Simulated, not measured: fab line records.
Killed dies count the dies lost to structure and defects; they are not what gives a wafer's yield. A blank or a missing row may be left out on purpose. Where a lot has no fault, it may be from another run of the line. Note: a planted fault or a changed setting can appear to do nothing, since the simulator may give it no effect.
fab line records	flow nand_harc
[record] lots = 12	wafers = 36	last_day = 33
route steps=1302 shown A_CONTACT@1012
lots that met no fault: from a run of the same line without faults
start_h: start of the lot's first displayed wafer, in hours after the record's first day	wait_h: time in hours since the lot's previous step	" identical to the entry in the row above	L1.1+2: one row covering several wafers at once	- no value present, or no start provided	* or withheld: withheld	< > ~ a bound
route shown NAME@n: names a module that has steps shown in the file, with the first one's number in the route	usual: the fault-free wafers' mean and standard deviation	same: alike in all rows	chamber/n: place in a boat	sites: readings site by site	_std_site: the standard deviation of these	_edge_site: the outer-site mean with the inner-site mean subtracted	radius_mm: for every site, how far away it sits from the centre of the wafer	mask NAME#n: copy n	behind: tool/chamber where the wafer was last shaped	hold: why the lot was held/for how many hours/how that ended	device: which transistor (n, p or np) failed to switch	end of line: at the end of the route, the tests of the same wafers	for a step that has no rows: nothing shown but its recipe	killed: dies lost to structure and defects at the first sort, not the wafer's yield	map: per-die view of a wafer (x killed, . not killed, _ where there is no die)
set.NAME: the run value of the setting; set.NAME@STEP: its run value at that earlier step	model.NAME: the simulator's own value behind a step, which no gauge read
one table for each step of the route and one row for each wafer, over a sample of lots
services: the hour from which a tool's chamber was out of use, counted from the record's first day as start_h (under 0 if before that day), plus the number of hours and why
[[steps]]
[step NHARC_A_CONTACT_ETCH_118]
[recipe] source_w = withheld	pressure_mtorr = 20	bias_v = 3000	time_s = 190	target_depth_a = 18500	ar_flow_sccm = withheld	c4f8_flow_sccm = withheld	o2_flow_sccm = withheld	chemistry = C4F8/O2/Ar
[same] time_s = 190
lot.wafer	tool	chamber	start_h	wait_h	rf_hours_counter_h
L207.3	har_cap_etch-02	1	508.45	0.1	-
L207.6	"	1	"	"	-
L207.5	"	0	"	"	-
L209.2	har_cap_etch-03	1	509.54	0.1	44
L209.5	"	1	"	"	-
L209.6	"	0	"	"	-
L211.1	har_cap_etch-02	0	518.04	0.1	86
L211.6	"	1	"	"	-
L211.5	"	0	"	"	-
L212.1	har_cap_etch-03	1	557.27	0.1	52
L212.5	"	1	"	"	-
L212.6	"	0	"	"	-
L217.2	har_cap_etch-03	1	592.53	0.1	57
L217.1	"	0	"	"	57
L217.6	"	1	"	"	-
L215.1	har_cap_etch-01	1	593.68	0.1	13
L215.2	"	0	"	"	13
L215.4	"	0	"	"	-
L216.1	har_cap_etch-02	0	594.56	0.1	99
L216.2	"	1	"	"	99
L216.3	"	0	"	"	-
L219.2	har_cap_etch-02	1	614.76	0.1	103
L219.1	"	0	"	"	103
L219.5	"	1	"	"	-
L220.1	har_cap_etch-02	0	628.45	0.1	105
L220.3	"	0	"	"	-
L220.6	"	0	"	"	-
L221.2	har_cap_etch-01	1	644.61	0.1	23
L221.3	"	0	"	"	-
L221.5	"	0	"	"	-
L226.1	har_cap_etch-03	1	697.44	0.1	78
L226.4	"	0	"	"	-
L226.6	"	1	"	"	-
L229.1	har_cap_etch-01	1	720.05	0.1	38
L229.4	"	0	"	"	-
L229.3	"	1	"	"	-
[step NHARC_A_CONTACT_ETCH_119]
[recipe] source_w = withheld	pressure_mtorr = 20	bias_v = 3000	time_s = 190	target_depth_a = 18500	ar_flow_sccm = withheld	c4f8_flow_sccm = withheld	o2_flow_sccm = withheld	chemistry = C4F8/O2/Ar
[same] time_s = 190
lot.wafer	tool	chamber	start_h	wait_h	rf_hours_counter_h
L207.3	har_cap_etch-02	1	508.62	0.1	-
L207.6	"	1	"	"	-
L207.5	"	0	"	"	-
L209.2	har_cap_etch-03	1	509.71	0.1	44
L209.5	"	1	"	"	-
L209.6	"	0	"	"	-
L211.1	har_cap_etch-02	0	518.20	0.1	86
L211.6	"	1	"	"	-
L211.5	"	0	"	"	-
L212.1	har_cap_etch-03	1	557.44	0.1	52
L212.5	"	1	"	"	-
L212.6	"	0	"	"	-
L217.2	har_cap_etch-03	1	592.70	0.1	57
L217.1	"	0	"	"	57
L217.6	"	1	"	"	-
L215.1	har_cap_etch-01	1	593.85	0.1	13
L215.2	"	0	"	"	13
L215.4	"	0	"	"	-
L216.1	har_cap_etch-02	0	594.73	0.1	99
L216.2	"	1	"	"	99
L216.3	"	0	"	"	-
L219.2	har_cap_etch-02	1	614.93	0.1	103
L219.1	"	0	"	"	103
L219.5	"	1	"	"	-
L220.1	har_cap_etch-02	0	628.62	0.1	106
L220.3	"	0	"	"	-
L220.6	"	0	"	"	-
L221.2	har_cap_etch-01	1	644.78	0.1	23
L221.3	"	0	"	"	-
L221.5	"	0	"	"	-
L226.1	har_cap_etch-03	1	697.61	0.1	78
L226.4	"	0	"	"	-
L226.6	"	1	"	"	-
L229.1	har_cap_etch-01	1	720.22	0.1	38
L229.4	"	0	"	"	-
L229.3	"	1	"	"	-
[step NHARC_A_CONTACT_ETCH_96]
[recipe] target_depth_a = 200	over_etch_frac = 0.5	time_s = 10	ion_energy_ev = 250	c4f6_flow_sccm = 25	o2_flow_sccm = 20	ar_flow_sccm = 500	rf_w = 600	bias_w = 500	chemistry = C4F6/O2
[usual] drypump_motor_current_A = 5.5/0.32	oes_product_au = 0.965/0.025	rf_vpp_V = 547/3.9	showerhead_plenum_p_Torr = 3.95/0.19	throttle_valve_pct = 26.905/0.0093
[same] time_s = 10
lot.wafer	tool	chamber	start_h	wait_h	drypump_motor_current_A	oes_product_au	rf_hours_counter_h	rf_vpp_V	showerhead_plenum_p_Torr	throttle_valve_pct
L207.3	rie_diel-13	1	-	-	5.5	0.945	56	544	3.79	26.886
L207.6	"	2	"	"	5.7	0.951	-	547	3.85	26.906
L207.5	"	3	"	"	5.7	0.931	-	546	3.84	26.899
L209.2	rie_diel-13	0	-	-	5.3	0.945	54	542	3.68	26.920
L209.5	"	3	"	"	5.7	0.956	-	546	3.84	26.912
L209.6	"	0	"	"	5.4	0.956	-	542	3.68	26.909
L211.1	rie_diel-05	0	520.02	0.1	5.6	0.965	28	551	4.18	26.906
L211.6	"	2	"	"	6.5	0.944	-	541	3.66	26.911
L211.5	"	0	"	"	5.6	0.951	-	552	4.18	26.910
L212.1	rie_diel-03	3	-	-	5.7	0.962	15	548	4.03	26.914
L212.5	"	1	"	"	5.3	0.970	-	541	3.65	26.898
L212.6	"	2	"	"	5.2	0.977	-	550	4.10	26.890
L217.1	rie_diel-03	0	-	-	5.7	1.005	23	550	4.08	26.927
L217.2	"	1	"	"	5.3	0.993	20	541	3.65	26.892
L217.6	"	1	"	"	5.3	0.992	-	543	3.65	26.888
L215.4	rie_diel-05	2	-	-	6.4	0.986	1	552	4.23	26.921
L215.1	"	0	"	"	5.6	0.989	0	553	4.16	26.902
L215.2	"	1	"	"	5.3	1.004	1	543	3.71	26.923
L216.3	rie_diel-03	2	-	-	5.2	1.010	20	551	4.10	26.900
L216.1	"	0	"	"	5.6	0.996	23	550	4.08	26.896
L216.2	"	1	"	"	5.3	0.987	20	541	3.65	26.894
L219.1	rie_diel-13	0	-	-	5.3	0.937	39	541	3.66	26.893
L219.2	"	2	"	"	5.7	0.949	34	544	3.83	26.896
L219.5	"	0	"	"	5.3	0.935	-	542	3.66	26.908
L220.1	rie_diel-03	1	-	-	5.3	0.940	27	542	3.64	26.893
L220.3	"	3	"	"	5.7	0.938	31	550	4.02	26.901
L220.6	"	2	"	"	5.1	0.955	-	549	4.09	26.891
L221.3	rie_diel-05	0	-	-	5.6	0.943	17	550	4.15	26.896
L221.2	"	2	"	"	6.5	0.938	16	553	4.22	26.916
L221.5	"	0	"	"	5.6	0.939	-	552	4.15	26.916
L226.1	rie_diel-03	0	-	-	5.7	0.997	10	550	4.07	26.894
L226.4	"	1	"	"	5.3	1.011	10	553	4.22	26.898
L226.6	"	3	"	"	5.7	0.996	-	550	4.02	26.897
L229.3	rie_diel-03	3	722.03	0.1	5.7	1.003	13	548	4.01	26.880
L229.1	"	0	"	"	5.7	1.007	14	548	4.06	26.905
L229.4	"	1	"	"	5.3	1.002	-	552	4.22	26.905
[step NHARC_A_CONTACT_EXPOSE_66]
[recipe] na = 1.35	sigma_outer = 0.8	dose_mj = 59.02	mask_id = A_CC_2
[usual] exposure_dose_mJ_cm2 = 58.97/0.073
lot.wafer	tool	chamber	start_h	wait_h	mask	exposure_dose_mJ_cm2
L207.3	arfi_scanner-03	0	516.29	-	A_CC_2#0	59.04
L207.5	"	0	"	"	A_CC_2#0	58.90
L207.6	"	0	"	"	A_CC_2#0	58.94
L209.2	arfi_scanner-01	0	517.84	-	A_CC_2#0	58.94
L209.5	"	0	"	"	A_CC_2#0	59.01
L209.6	"	0	"	"	A_CC_2#0	58.95
L211.1	arfi_scanner-01	0	524.96	-	A_CC_2#0	59.07
L211.5	"	0	"	"	A_CC_2#0	58.98
L211.6	"	0	"	"	A_CC_2#0	59.05
L212.1	arfi_scanner-02	0	564.11	-	A_CC_2#0	59.04
L212.5	"	0	"	"	A_CC_2#0	59.11
L212.6	"	0	"	"	A_CC_2#0	59.08
L217.1	arfi_scanner-03	0	600.60	-	A_CC_2#0	58.99
L217.2	"	0	"	"	A_CC_2#0	59.00
L217.6	"	0	"	"	A_CC_2#0	59.02
L215.1	arfi_scanner-02	0	600.75	-	A_CC_2#0	59.04
L215.2	"	0	"	"	A_CC_2#0	59.05
L215.4	"	0	"	"	A_CC_2#0	59.00
L216.1	arfi_scanner-03	0	603.04	-	A_CC_2#0	58.96
L216.2	"	0	"	"	A_CC_2#0	58.96
L216.3	"	0	"	"	A_CC_2#0	58.91
L219.1	arfi_scanner-01	0	622.82	-	A_CC_2#0	58.97
L219.2	"	0	"	"	A_CC_2#0	59.01
L219.5	"	0	"	"	A_CC_2#0	59.01
L220.1	arfi_scanner-02	0	635.81	-	A_CC_2#0	59.05
L220.3	"	0	"	"	A_CC_2#0	59.01
L220.6	"	0	"	"	A_CC_2#0	59.13
L221.2	arfi_scanner-02	0	653.20	-	A_CC_2#0	54.51
L221.3	"	0	"	"	A_CC_2#0	54.46
L221.5	"	0	"	"	A_CC_2#0	54.39
L226.1	arfi_scanner-01	0	706.68	-	A_CC_2#0	58.90
L226.4	"	0	"	"	A_CC_2#0	58.93
L226.6	"	0	"	"	A_CC_2#0	58.99
L229.1	arfi_scanner-02	0	726.95	-	A_CC_2#0	55.35
L229.3	"	0	"	"	A_CC_2#0	55.37
L229.4	"	0	"	"	A_CC_2#0	55.29
[step NHARC_A_CONTACT_CD_MEAS_69]
[recipe] target_cd_nm = 300	landing_energy_ev = 500
[usual] cd_nm = 299.7/0.68
lot.wafer	tool	chamber	start_h	wait_h	cd_nm
L207.3	cd_sem-01	0	516.42	-	299.5
L207.5	"	0	"	"	299.2
L207.6	"	0	"	"	299.6
L209.2	cd_sem-02	0	517.98	-	298.9
L209.5	"	0	"	"	298.8
L209.6	"	0	"	"	299.6
L211.1	cd_sem-02	0	525.10	-	300.1
L211.5	"	0	"	"	299.9
L211.6	"	0	"	"	299.5
L212.1	cd_sem-03	0	564.25	-	299.7
L212.5	"	0	"	"	299.9
L212.6	"	0	"	"	299.9
L217.1	cd_sem-02	0	600.73	-	299.1
L217.2	"	0	"	"	299.3
L217.6	"	0	"	"	298.1
L215.1	cd_sem-01	0	600.89	-	300.9
L215.2	"	0	"	"	300.9
L215.4	"	0	"	"	301.3
L216.1	cd_sem-01	0	603.18	-	300.3
L216.2	"	0	"	"	299.6
L216.3	"	0	"	"	299.2
L219.1	cd_sem-01	0	622.96	-	298.5
L219.2	"	0	"	"	299.9
L219.5	"	0	"	"	298.9
L220.1	cd_sem-03	0	635.94	-	300.0
L220.3	"	0	"	"	300.6
L220.6	"	0	"	"	300.3
L221.2	cd_sem-01	0	653.34	-	295.5
L221.3	"	0	"	"	296.0
L221.5	"	0	"	"	296.3
L226.1	cd_sem-02	0	706.82	-	300.8
L226.4	"	0	"	"	301.0
L226.6	"	0	"	"	299.8
L229.1	cd_sem-01	0	727.09	-	296.5
L229.3	"	0	"	"	296.0
L229.4	"	0	"	"	296.1
[[services]]
tool	chamber	start_h	hours	kind
arfi_scanner-01	-	485.11	4.4	repair
arfi_scanner-03	-	486.23	2.2	repair
arfi_scanner-02	-	492.59	0.9	repair
arfi_scanner-01	-	495.76	0.3	repair
har_cap_etch-01	-	497.13	17.0	pm
rie_diel-13	0	499.96	6.0	repair
rie_diel-05	3	519.22	5.4	repair
rie_diel-13	-	520.19	9.0	pm
arfi_scanner-03	-	521.72	32.7	repair
arfi_scanner-01	-	522.82	0.9	repair
har_cap_etch-03	-	529.17	1.1	repair
arfi_scanner-03	-	565.10	1.2	repair
rie_diel-05	-	583.68	9.0	pm
rie_diel-03	-	588.78	0.5	repair
arfi_scanner-01	-	596.00	4.0	pm
arfi_scanner-03	-	611.56	1.3	repair
arfi_scanner-02	-	620.01	2.6	repair
arfi_scanner-01	-	646.17	2.1	repair
arfi_scanner-02	-	656.00	4.0	pm
rie_diel-13	0	666.80	4.1	repair
rie_diel-13	-	698.15	9.0	pm
rie_diel-03	2	716.99	10.6	repair
arfi_scanner-01	-	717.64	0.7	repair
arfi_scanner-03	-	726.41	4.0	pm
[[key]]
[first_sign] step = NHARC_A_CONTACT_EXPOSE_66	reading = exposure_dose_mJ_cm2	direction = down	sigmas = 56	usual = 58.97	struck = 54.89
[effect] step = NHARC_A_CONTACT_CD_MEAS_69	reading = cd_nm	direction = down	sigmas = 5.4	usual = 299.7	struck = 296.1	through = control_loop
met_at NHARC_A_CONTACT_EXPOSE_66
struck_lots L221,L229
tester_left_out L221,L229
[loop_trim] step = NHARC_A_CONTACT_EXPOSE_66	setting = dose	lots = L229
not_acting_at NHARC_A_CONTACT_ETCH_118,NHARC_A_CONTACT_ETCH_119,NHARC_A_CONTACT_ETCH_96
onset_between 635.81 653.20
[fault] kind = process_parameter_drift	tool = arfi_scanner-02	chamber = -	onset_h = 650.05	steps = NHARC_A_CONTACT_EXPOSE_66	channel = dose_mj	offset = -4.4959	shape = step	acts_in = these_recipes_only	stated = 59.02
// tester_left_out: of these lots the tester's yield and bins aren't shown, on N5 and GAA mostly nor the transistor test; their killed dies are dies lost to structure and defects alone, not to doping, threshold or leakage, so they don't give the yield
// loop_trim: a control loop set the setting to another value than it would have without faults
